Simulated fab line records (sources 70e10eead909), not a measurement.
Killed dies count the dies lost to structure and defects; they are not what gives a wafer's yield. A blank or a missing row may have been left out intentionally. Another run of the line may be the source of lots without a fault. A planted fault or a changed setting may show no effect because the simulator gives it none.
Chamber matching    flow nandHarc    cmp-02 running NHARC_P_BONDPAD_CMP_19: 4 sister chambers
The step polishes, t overpolish 30 s, cu recess touch 16 s, target thk 160.81 nm. 8 wafers are shown with their chamber, then 7 later ones without.

## WAFERS WITH THEIR CHAMBER
wafer   chamber  motorCurrentA (A)  overpolishRunS (s)
L077.5  3        12.8               29.995
L078.4  0        12.7               30.006
L078.6  3        14.2               30.000
L082.2  2        11.4               29.996
L082.4  1        12.2               30.010
L082.5  1        12.0               29.997
L088.2  0        13.1               29.992
L088.4  2        11.8               29.994

## WAFERS MISSING THEIR CHAMBER
wafer   motorCurrentA (A)  overpolishRunS (s)
L088.5  11.6               30.000
L089.3  12.1               30.013
L089.4  12.0               30.008
L089.5  12.5               30.008
L090.1  13.3               30.006
L090.5  12.5               29.997
L090.6  11.4               29.994

## EACH ONE'S CHAMBER
wafer   from the rows above                in truth
L088.5  can't be placed: 2 or 1 or 0       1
L089.3  can't be placed: 1 or 0 or 2       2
L089.4  can't be placed: 1 or 2 or 0       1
L089.5  can't be placed: 1 or 0 or 3 or 2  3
L090.1  can't be placed: 0 or 3 or 1       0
L090.5  can't be placed: 0 or 1 or 2 or 3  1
L090.6  can't be placed: 2 or 1            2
Correctly placed: 0 of 7. Not placeable from these rows: 7 (in 7, the candidates include the true chamber). Placed wrongly: 0.
How it was worked out, from the rows above alone: a wafer's distance from a chamber is the root of the sum, over the readings, of the square of ((its reading less the chamber's mean) divided by the reading's scatter). The wafer belongs to the nearest chamber; if the next one is less than 2 further off, it can't be placed. Each chamber's mean is taken over the wafers shown for it. The scatter: take each reading less its chamber's mean, square it, sum over the shown wafers, divide by the number of wafers less the number of chambers, and take the root.
